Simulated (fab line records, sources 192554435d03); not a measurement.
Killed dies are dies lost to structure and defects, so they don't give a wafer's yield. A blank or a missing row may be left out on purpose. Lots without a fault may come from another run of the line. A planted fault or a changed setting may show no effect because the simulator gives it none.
Which tool did it? | flow n5_finfet | 23 lots, 69 wafers sampled, at 6 steps of a route of 1938

WHAT THE GAUGES READ, wafer by wafer
The record holds no reading of a measuring or inspecting step that can be judged against a usual standard deviation.

WHICH TOOL RAN EACH LOT (tool, then ch and the chambers of the sampled wafers, then the start)
lot  | N5_BEOL_M3_HM_DEP_02         | N5_BEOL_M3_ETCH_77                 | N5_BEOL_M3_STRIP_36                | N5_BEOL_M3_PRE_CLEAN_45      | N5_BEOL_M3_SPUTTER_86        | N5_BEOL_M4_ILD_DEP_00
L075 | pvd_sputter-02, day 8 04:26  | rie_diel-03 ch 2,3, day 8 05:59    | rie_diel-01 ch 0,1,3, day 8 16:08  | pvd_sputter-02, day 8 16:34  | pvd_sputter-03, day 8 17:50  | pecvd-02 ch 0,1, day 8 20:04
L074 | pvd_sputter-03, day 8 07:58  | rie_diel-01 ch 0,2,3, day 8 09:23  | rie_diel-06 ch 0,2,3, day 8 16:37  | pvd_sputter-03, day 8 17:04  | pvd_sputter-03, day 8 19:41  | pecvd-02 ch 0,1, day 8 21:58
L078 | pvd_sputter-02, day 8 08:43  | rie_diel-01 ch 2,3, day 8 10:08    | rie_diel-03 ch 1,2, day 8 19:49    | pvd_sputter-01, day 8 20:46  | pvd_sputter-01, day 8 22:06  | pecvd-01 ch 0,1,2, day 9 00:20
L077 | pvd_sputter-01, day 8 11:26  | rie_diel-06 ch 0,2, day 8 13:40    | rie_diel-01 ch 0,3, day 8 20:16    | pvd_sputter-01, day 8 20:55  | pvd_sputter-03, day 8 22:18  | pecvd-01 ch 0,1, day 9 00:35
L076 | pvd_sputter-02, day 8 17:01  | rie_diel-06 ch 2,3, day 8 18:34    | rie_diel-03 ch 0,2,3, day 8 20:25  | pvd_sputter-01, day 8 21:00  | pvd_sputter-02, day 8 22:34  | pecvd-02 ch 1,2, day 9 00:52
L079 | pvd_sputter-02, day 8 19:21  | rie_diel-06 ch 1,2,3, day 8 21:01  | rie_diel-06 ch 0,2, day 8 23:23    | pvd_sputter-02, day 9 00:51  | pvd_sputter-02, day 9 02:05  | pecvd-02 ch 0,1,2, day 9 04:20
L080 | pvd_sputter-01, day 9 03:20  | rie_diel-03 ch 1,2,3, day 9 08:49  | rie_diel-01 ch 1,2,3, day 9 13:46  | pvd_sputter-03, day 9 14:34  | pvd_sputter-03, day 9 15:56  | pecvd-02 ch 0,1, day 9 18:08
L081 | pvd_sputter-03, day 9 07:11  | rie_diel-01 ch 2,3, day 9 08:52    | rie_diel-01 ch 1,2, day 9 14:10    | pvd_sputter-03, day 9 14:45  | pvd_sputter-01, day 9 16:08  | pecvd-02 ch 0,1,2, day 9 18:25
L082 | pvd_sputter-03, day 9 12:56  | rie_diel-03 ch 0,1, day 9 14:23    | rie_diel-01 ch 0,1,3, day 9 16:50  | pvd_sputter-02, day 9 17:30  | pvd_sputter-02, day 9 20:42  | pecvd-03 ch 0,1, day 9 23:10
L083 | pvd_sputter-03, day 9 14:26  | rie_diel-03 ch 0,1,3, day 9 15:51  | rie_diel-06 ch 0,1,3, day 10 06:07 | pvd_sputter-03, day 10 07:21 | pvd_sputter-03, day 10 10:05 | pecvd-01 ch 1,2, day 10 12:19
L084 | pvd_sputter-02, day 10 05:29 | rie_diel-01 ch 1,3, day 10 07:10   | rie_diel-03 ch 1,2,3, day 10 19:45 | pvd_sputter-03, day 10 20:35 | pvd_sputter-01, day 10 22:06 | pecvd-03 ch 0,1, day 11 00:21
L085 | pvd_sputter-02, day 10 10:11 | rie_diel-03 ch 0,2,3, day 10 11:44 | rie_diel-03 ch 0,2,3, day 10 22:02 | pvd_sputter-03, day 10 23:04 | pvd_sputter-01, day 11 00:17 | pecvd-03 ch 0,1,2, day 11 02:31
L086 | pvd_sputter-02, day 10 10:38 | rie_diel-01 ch 0,1,3, day 10 12:10 | rie_diel-01 ch 0,3, day 10 22:44   | pvd_sputter-01, day 10 23:24 | pvd_sputter-03, day 11 00:35 | pecvd-03 ch 0,1,2, day 11 02:47
L087 | pvd_sputter-02, day 10 16:40 | rie_diel-01 ch 0,3, day 10 18:11   | rie_diel-06 ch 0,1,3, day 10 22:44 | pvd_sputter-02, day 10 23:29 | pvd_sputter-02, day 11 00:42 | pecvd-03 ch 0,1,2, day 11 02:56
L088 | pvd_sputter-02, day 11 06:50 | rie_diel-01 ch 0,1,3, day 11 09:01 | rie_diel-01 ch 0,1,3, day 11 11:46 | pvd_sputter-02, day 11 12:58 | pvd_sputter-01, day 11 14:23 | pecvd-01 ch 1,2, day 11 16:36
L089 | pvd_sputter-01, day 11 08:38 | rie_diel-06 ch 1,2, day 11 10:23   | rie_diel-01 ch 1,2,3, day 11 13:16 | pvd_sputter-02, day 11 13:56 | pvd_sputter-01, day 11 16:14 | pecvd-02 ch 0,1, day 11 18:44
L090 | pvd_sputter-01, day 11 13:32 | rie_diel-01 ch 0,3, day 11 15:18   | rie_diel-03 ch 0,1,3, day 11 20:07 | pvd_sputter-03, day 11 21:01 | pvd_sputter-03, day 11 22:22 | pecvd-02 ch 0,1,2, day 12 00:35
L091 | pvd_sputter-03, day 11 21:29 | rie_diel-06 ch 0,1,3, day 11 23:08 | rie_diel-06 ch 1,2,3, day 12 05:58 | pvd_sputter-01, day 12 06:38 | pvd_sputter-02, day 12 07:53 | pecvd-03 ch 0,2, day 12 10:05
L093 | pvd_sputter-03, day 12 14:02 | rie_diel-01 ch 0,1,2, day 12 15:38 | rie_diel-01 ch 0,3, day 12 16:35   | pvd_sputter-01, day 12 18:40 | pvd_sputter-01, day 12 19:53 | pecvd-02 ch 0,1,2, day 12 22:06
L092 | pvd_sputter-03, day 12 14:14 | rie_diel-06 ch 1,2, day 12 15:59   | rie_diel-06 ch 1,2, day 12 18:49   | pvd_sputter-02, day 12 20:17 | pvd_sputter-03, day 12 21:37 | pecvd-03 ch 1,2, day 12 23:50
L096 | pvd_sputter-02, day 12 20:35 | rie_diel-01 ch 0,2, day 13 02:11   | rie_diel-06 ch 0,1,2, day 13 12:58 | pvd_sputter-02, day 13 14:14 | pvd_sputter-01, day 13 16:53 | pecvd-01 ch 1,2, day 13 21:53
L095 | pvd_sputter-02, day 13 04:13 | rie_diel-06 ch 0,2,3, day 13 06:07 | rie_diel-06 ch 1,2, day 13 17:39   | pvd_sputter-03, day 13 18:26 | pvd_sputter-03, day 13 21:25 | pecvd-03 ch 1, day 14 00:58
L097 | pvd_sputter-01, day 13 04:32 | rie_diel-01 ch 2,3, day 13 06:44   | rie_diel-01 ch 1,3, day 13 21:46   | pvd_sputter-02, day 13 22:50 | pvd_sputter-03, day 14 00:43 | pecvd-01 ch 0,1,2, day 14 06:04
- N5_BEOL_M3_HM_DEP_02: deposits TiN, target thk 20 nm.
- N5_BEOL_M3_ETCH_77: etches underlayer in N2/H2, target depth 6.5 nm, time 5.2 s.
- N5_BEOL_M3_STRIP_36: strips in N2/H2.
- N5_BEOL_M3_PRE_CLEAN_45: time 30 s.
- N5_BEOL_M3_SPUTTER_86: material Cu, target thk 4.5 nm, time 8.29 s.
- N5_BEOL_M4_ILD_DEP_00: deposits SiOC from DEMS/O2, target thk 79 nm, time 15.3 s.

WHAT THE TOOLS THEMSELVES READ (means of the sampled wafers that have a number; where no wafer has one, the mark that the record gives instead)
N5_BEOL_M3_HM_DEP_02. Usual: throttle_valve_pct 30.4 %, standard deviation 0.92.
lot  | tool           | throttle_valve_pct (%) | flag
L075 | pvd_sputter-02 | 31.1                   |
L074 | pvd_sputter-03 | 30.8                   |
L078 | pvd_sputter-02 | 30.0                   |
L077 | pvd_sputter-01 | 29.6                   |
L076 | pvd_sputter-02 | 31.1                   |
L079 | pvd_sputter-02 | 31.1                   |
L080 | pvd_sputter-01 | 29.7                   |
L081 | pvd_sputter-03 | 29.9                   |
L082 | pvd_sputter-03 | 30.4                   |
L083 | pvd_sputter-03 | 30.9                   |
L084 | pvd_sputter-02 | 30.1                   |
L085 | pvd_sputter-02 | 30.4                   |
L086 | pvd_sputter-02 | 30.4                   |
L087 | pvd_sputter-02 | 29.9                   |
L088 | pvd_sputter-02 | 30.7                   |
L089 | pvd_sputter-01 | 29.7                   |
L090 | pvd_sputter-01 | 29.4                   |
L091 | pvd_sputter-03 | 30.5                   |
L093 | pvd_sputter-03 | 30.5                   |
L092 | pvd_sputter-03 | 30.2                   |
L096 | pvd_sputter-02 | 30.4                   |
L095 | pvd_sputter-02 | 29.9                   |
L097 | pvd_sputter-01 | 30.4                   |

N5_BEOL_M3_ETCH_77. Usual: bias_w 149.9 W, standard deviation 0.47; drypump_motor_current_A 5.8 A, standard deviation 0.49; etch_rf_on_time_s 5.23 s, standard deviation 0.13; h2_flow_sccm 199.9 sccm, standard deviation 0.57; n2_flow_sccm 200.0 sccm, standard deviation 0.59; oes_product_au 0.67 a.u., standard deviation 0.065; rf_vpp_V 523.8 V, standard deviation 2.6; showerhead_plenum_p_Torr 2.54 Torr, standard deviation 0.08; throttle_valve_pct 17.82 %, standard deviation 0.25.
lot  | tool        | bias_w (W) | drypump_motor_current_A (A) | etch_rf_on_time_s (s) | h2_flow_sccm (sccm) | n2_flow_sccm (sccm) | oes_product_au (a.u.) | rf_vpp_V (V) | showerhead_plenum_p_Torr (Torr) | throttle_valve_pct (%) | flag
L075 | rie_diel-03 | 149.7      | 4.8                         | 5.20                  | 200.1               | 199.5               | 0.67                  | 522.0        | 2.49                            | 17.96                  |
L074 | rie_diel-01 | 149.5      | 6.1                         | 5.35                  | 199.8               | 199.8               | 0.67                  | 525.3        | 2.56                            | 17.74                  |
L078 | rie_diel-01 | 149.9      | 6.2                         | 5.23                  | 200.1               | 200.1               | 0.72                  | 524.3        | 2.53                            | 17.51                  |
L077 | rie_diel-06 | 149.4      | 6.2                         | 5.32                  | 200.2               | 199.8               | 0.68                  | 526.6        | 2.64                            | 17.66                  |
L076 | rie_diel-06 | 150.0      | 6.0                         | 5.35                  | 199.8               | 199.5               | 0.63                  | 525.2        | 2.61                            | 17.79                  |
L079 | rie_diel-06 | 149.7      | 5.7                         | 5.27                  | 200.2               | 199.7               | 0.69                  | 525.3        | 2.59                            | 17.84                  |
L080 | rie_diel-03 | 150.1      | 4.9                         | 5.11                  | 200.2               | 200.2               | 0.68                  | 522.3        | 2.49                            | 17.99                  |
L081 | rie_diel-01 | 150.1      | 6.0                         | 5.28                  | 199.8               | 200.4               | 0.69                  | 525.3        | 2.60                            | 17.66                  |
L082 | rie_diel-03 | 150.1      | 5.2                         | 5.13                  | 200.0               | 199.7               | 0.72                  | 523.1        | 2.51                            | 17.97                  |
L083 | rie_diel-03 | 149.5      | 5.0                         | 5.12                  | 200.5               | 200.2               | 0.70                  | 522.2        | 2.50                            | 17.96                  |
L084 | rie_diel-01 | 149.6      | 6.1                         | 5.18                  | 200.2               | 200.3               | 0.69                  | 520.8        | 2.45                            | 17.63                  |
L085 | rie_diel-03 | 149.5      | 5.1                         | 5.19                  | 200.2               | 199.9               | 0.69                  | 524.4        | 2.54                            | 17.88                  |
L086 | rie_diel-01 | 150.2      | 6.0                         | 5.30                  | 199.8               | 200.3               | 0.65                  | 522.4        | 2.47                            | 17.83                  |
L087 | rie_diel-01 | 150.2      | 6.2                         | 5.24                  | 200.3               | 199.8               | 0.68                  | 522.0        | 2.48                            | 17.63                  |
L088 | rie_diel-01 | 149.9      | 6.0                         | 5.22                  | 200.3               | 200.9               | 0.64                  | 522.0        | 2.47                            | 17.85                  |
L089 | rie_diel-06 | 150.0      | 5.5                         | 5.12                  | 199.5               | 200.2               | 0.72                  | 525.5        | 2.61                            | 17.97                  |
L090 | rie_diel-01 | 149.6      | 6.2                         | 5.20                  | 199.1               | 199.9               | 0.68                  | 522.1        | 2.48                            | 17.62                  |
L091 | rie_diel-06 | 149.6      | 5.9                         | 5.27                  | 200.0               | 200.2               | 0.70                  | 524.0        | 2.57                            | 17.71                  |
L093 | rie_diel-01 | 149.9      | 5.9                         | 5.29                  | 199.9               | 200.6               | 0.61                  | 523.1        | 2.53                            | 18.01                  |
L092 | rie_diel-06 | 150.3      | 5.4                         | 5.11                  | 200.0               | 200.0               | 0.71                  | 526.2        | 2.60                            | 17.98                  |
L096 | rie_diel-01 | 149.9      | 6.0                         | 5.33                  | 199.9               | 200.8               | 0.60                  | 524.5        | 2.56                            | 18.00                  |
L095 | rie_diel-06 | 149.6      | 6.2                         | 5.33                  | 199.7               | 200.2               | 0.66                  | 525.5        | 2.58                            | 17.70                  |
L097 | rie_diel-01 | 150.0      | 6.2                         | 5.22                  | 199.6               | 199.7               | 0.69                  | 522.6        | 2.52                            | 17.58                  |

N5_BEOL_M3_STRIP_36. Usual: drypump_motor_current_A 5.8 A, standard deviation 0.52; h2_flow_sccm 200.0 sccm, standard deviation 0.57; n2_flow_sccm 200.0 sccm, standard deviation 0.56; oes_product_au 0.79 a.u., standard deviation 0.074; power_w 450.0 W, standard deviation 1.3; rf_vpp_V 59.3 V, standard deviation 1.5; showerhead_plenum_p_Torr 2.54 Torr, standard deviation 0.078; throttle_valve_pct 23.62 %, standard deviation 0.29.
lot  | tool        | drypump_motor_current_A (A) | h2_flow_sccm (sccm) | n2_flow_sccm (sccm) | oes_product_au (a.u.) | power_w (W) | rf_vpp_V (V) | showerhead_plenum_p_Torr (Torr) | throttle_valve_pct (%) | flag
L075 | rie_diel-01 | 6.0                         | 199.6               | 200.0               | 0.77                  | 451.3       | 58.6         | 2.47                            | 23.57                  |
L074 | rie_diel-06 | 6.2                         | 199.9               | 200.7               | 0.81                  | 451.4       | 58.6         | 2.59                            | 23.40                  |
L078 | rie_diel-03 | 5.1                         | 200.1               | 199.8               | 0.81                  | 449.9       | 59.6         | 2.54                            | 23.80                  |
L077 | rie_diel-01 | 6.2                         | 200.2               | 199.9               | 0.81                  | 450.6       | 59.2         | 2.48                            | 23.30                  |
L076 | rie_diel-03 | 5.1                         | 200.3               | 200.8               | 0.82                  | 448.8       | 59.3         | 2.54                            | 23.74                  |
L079 | rie_diel-06 | 6.4                         | 199.9               | 199.8               | 0.86                  | 450.1       | 59.0         | 2.61                            | 23.30                  |
L080 | rie_diel-01 | 6.0                         | 199.2               | 199.6               | 0.78                  | 449.5       | 58.9         | 2.52                            | 23.44                  |
L081 | rie_diel-01 | 5.9                         | 200.1               | 199.5               | 0.76                  | 449.8       | 61.1         | 2.58                            | 23.54                  |
L082 | rie_diel-01 | 6.0                         | 199.6               | 199.8               | 0.75                  | 448.7       | 58.8         | 2.47                            | 23.57                  |
L083 | rie_diel-06 | 5.9                         | 199.6               | 199.9               | 0.84                  | 450.1       | 59.3         | 2.57                            | 23.52                  |
L084 | rie_diel-03 | 4.9                         | 199.6               | 199.4               | 0.78                  | 449.5       | 57.3         | 2.49                            | 23.91                  |
L085 | rie_diel-03 | 5.1                         | 200.0               | 200.3               | 0.81                  | 450.7       | 59.8         | 2.54                            | 23.75                  |
L086 | rie_diel-01 | 6.2                         | 200.7               | 200.1               | 0.79                  | 448.4       | 58.8         | 2.48                            | 23.31                  |
L087 | rie_diel-06 | 5.9                         | 200.2               | 199.6               | 0.83                  | 449.9       | 58.6         | 2.57                            | 23.52                  |
L088 | rie_diel-01 | 6.1                         | 199.6               | 200.1               | 0.74                  | 450.3       | 60.2         | 2.47                            | 23.60                  |
L089 | rie_diel-01 | 5.9                         | 199.9               | 200.0               | 0.76                  | 448.9       | 59.8         | 2.51                            | 23.46                  |
L090 | rie_diel-03 | 5.1                         | 199.6               | 199.8               | 0.81                  | 450.6       | 59.0         | 2.49                            | 23.84                  |
L091 | rie_diel-06 | 5.7                         | 199.9               | 200.4               | 0.78                  | 449.8       | 60.1         | 2.58                            | 23.68                  |
L093 | rie_diel-01 | 6.1                         | 200.4               | 200.4               | 0.74                  | 449.0       | 59.4         | 2.50                            | 23.56                  |
L092 | rie_diel-06 | 5.7                         | 199.7               | 199.8               | 0.78                  | 449.3       | 60.0         | 2.62                            | 23.70                  |
L096 | rie_diel-06 | 5.9                         | 199.9               | 199.6               | 0.81                  | 451.3       | 58.9         | 2.60                            | 23.58                  |
L095 | rie_diel-06 | 5.5                         | 200.0               | 199.3               | 0.81                  | 448.4       | 60.3         | 2.60                            | 23.81                  |
L097 | rie_diel-01 | 6.0                         | 200.6               | 200.3               | 0.73                  | 450.3       | 59.0         | 2.42                            | 23.64                  |

N5_BEOL_M3_PRE_CLEAN_45. Usual: heater_power_w 344 W, standard deviation 35.
lot  | tool           | heater_power_w (W) | flag
L075 | pvd_sputter-02 | 349                |
L074 | pvd_sputter-03 | 326                |
L078 | pvd_sputter-01 | 337                |
L077 | pvd_sputter-01 | 318                |
L076 | pvd_sputter-01 | 332                |
L079 | pvd_sputter-02 | 325                |
L080 | pvd_sputter-03 | 375                |
L081 | pvd_sputter-03 | 344                |
L082 | pvd_sputter-02 | 346                |
L083 | pvd_sputter-03 | 359                |
L084 | pvd_sputter-03 | 351                |
L085 | pvd_sputter-03 | 362                |
L086 | pvd_sputter-01 | 302                |
L087 | pvd_sputter-02 | 322                |
L088 | pvd_sputter-02 | 364                |
L089 | pvd_sputter-02 | 357                |
L090 | pvd_sputter-03 | 342                |
L091 | pvd_sputter-01 | 319                |
L093 | pvd_sputter-01 | 320                |
L092 | pvd_sputter-02 | 328                |
L096 | pvd_sputter-02 | 376                |
L095 | pvd_sputter-03 | 323                |
L097 | pvd_sputter-02 | 345                |

N5_BEOL_M3_SPUTTER_86. Usual: throttle_valve_pct 30.3 %, standard deviation 0.98.
lot  | tool           | throttle_valve_pct (%) | flag
L075 | pvd_sputter-03 | 31.2                   |
L074 | pvd_sputter-03 | 30.9                   |
L078 | pvd_sputter-01 | 30.4                   |
L077 | pvd_sputter-03 | 30.3                   |
L076 | pvd_sputter-02 | 30.8                   |
L079 | pvd_sputter-02 | 30.4                   |
L080 | pvd_sputter-03 | 30.4                   |
L081 | pvd_sputter-01 | 28.7                   |
L082 | pvd_sputter-02 | 30.5                   |
L083 | pvd_sputter-03 | 30.3                   |
L084 | pvd_sputter-01 | 29.7                   |
L085 | pvd_sputter-01 | 30.4                   |
L086 | pvd_sputter-03 | 30.2                   |
L087 | pvd_sputter-02 | 30.4                   |
L088 | pvd_sputter-01 | 29.5                   |
L089 | pvd_sputter-01 | 29.4                   |
L090 | pvd_sputter-03 | 30.4                   |
L091 | pvd_sputter-02 | 29.9                   |
L093 | pvd_sputter-01 | 29.5                   |
L092 | pvd_sputter-03 | 31.1                   |
L096 | pvd_sputter-01 | 29.6                   |
L095 | pvd_sputter-03 | 30.9                   |
L097 | pvd_sputter-03 | 30.9                   |

N5_BEOL_M4_ILD_DEP_00. Usual: heater_power_w 476 W, standard deviation 59; showerhead_plenum_p_Torr 5.694 Torr, standard deviation 0.015; throttle_valve_pct 12.1 %, standard deviation 0.58.
lot  | tool     | heater_power_w (W) | showerhead_plenum_p_Torr (Torr) | throttle_valve_pct (%) | flag
L075 | pecvd-02 | 504                | 5.677                           | 12.5                   |
L074 | pecvd-02 | 454                | 5.682                           | 12.6                   |
L078 | pecvd-01 | 540                | 5.711                           | 11.9                   |
L077 | pecvd-01 | 551                | 5.704                           | 12.3                   |
L076 | pecvd-02 | 465                | 5.683                           | 12.1                   |
L079 | pecvd-02 | 458                | 5.684                           | 12.4                   |
L080 | pecvd-02 | 499                | 5.677                           | 12.7                   |
L081 | pecvd-02 | 436                | 5.684                           | 12.5                   |
L082 | pecvd-03 | 466                | 5.697                           | 12.1                   |
L083 | pecvd-01 | 522                | 5.710                           | 11.3                   |
L084 | pecvd-03 | 478                | 5.701                           | 12.1                   |
L085 | pecvd-03 | 456                | 5.696                           | 12.0                   |
L086 | pecvd-03 | 441                | 5.689                           | 11.9                   |
L087 | pecvd-03 | 446                | 5.684                           | 12.0                   |
L088 | pecvd-01 | 510                | 5.711                           | 11.2                   |
L089 | pecvd-02 | 438                | 5.686                           | 12.9                   |
L090 | pecvd-02 | 439                | 5.691                           | 12.3                   |
L091 | pecvd-03 | 421                | 5.689                           | 11.5                   |
L093 | pecvd-02 | 465                | 5.674                           | 12.6                   |
L092 | pecvd-03 | 488                | 5.692                           | 11.8                   |
L096 | pecvd-01 | 453                | 5.710                           | 11.4                   |
L095 | pecvd-03 | 528                | 5.698                           | 12.0                   |
L097 | pecvd-01 | 520                | 5.707                           | 11.9                   |

THE ANSWER, worked out from the rows above alone
Rule: a lot is off if the mean of its wafers that have a number lies more than 3 standard deviations from the usual mean. A lot without any number at a reading at which 4 lots or more have one is off too. The other lots that the step has rows for count as sound. The gauges are gone through in route order, then the tools' own readings, and for those a lot's mean is taken as printed above. The first step at which some lot is off is used, and at that step the reading that is off furthest; a lot without a number counts as furthest.
No lot is off at any reading shown: from this, nothing can be told.

WHAT THE SIMULATOR HAD PUT IN
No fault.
